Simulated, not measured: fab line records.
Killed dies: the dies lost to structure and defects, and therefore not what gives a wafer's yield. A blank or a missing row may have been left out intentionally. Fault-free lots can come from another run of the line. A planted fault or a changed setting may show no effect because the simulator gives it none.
Chamber matching | flow n5-finfet | N5_STI_FIN_REVEAL_ETCH_34 on rie-si-06 has 4 sister chambers
The step etches Si in H2, material Si, target depth 0.97 nm. 4 wafers are shown with their chamber, then 8 later ones without.

== WAFERS WITH THEIR CHAMBER ==
wafer  | chamber | throttle-valve-pct (%)
L082.1 | 0       | 26.7
L082.4 | 1       | 25.6
L084.5 | 3       | 26.3
L087.2 | 2       | 25.1

== WAFERS WHOSE CHAMBER IS MISSING ==
wafer  | throttle-valve-pct (%)
L087.5 | 25.6
L087.6 | 25.0
L095.2 | 25.6
L095.3 | 26.7
L095.5 | 26.7
L096.1 | 25.6
L096.2 | 26.3
L096.5 | 25.6

== WHICH CHAMBER EACH ONE RAN IN ==
wafer  | from the rows above | in truth
L087.5 | 1                   | 1
L087.6 | 2                   | 2
L095.2 | 1                   | 1
L095.3 | 0                   | 0
L095.5 | 0                   | 0
L096.1 | 1                   | 1
L096.2 | 3                   | 3
L096.5 | 1                   | 1
Placed correctly: 8 of 8. Number that these rows cannot place: 0. Wrongly placed: 0.
How it was worked out, from the rows above alone: a wafer's distance from a chamber is the root of the sum, over the readings, of the square of ((its reading less the chamber's mean) divided by the reading's scatter). The wafer belongs to the nearest chamber; if the next one is less than 2 further off, it can't be placed. A chamber's mean is the mean of its shown wafers. The scatter: with one shown wafer a chamber, the root of the mean of the squares of how far each hidden wafer lies from its nearest shown one.
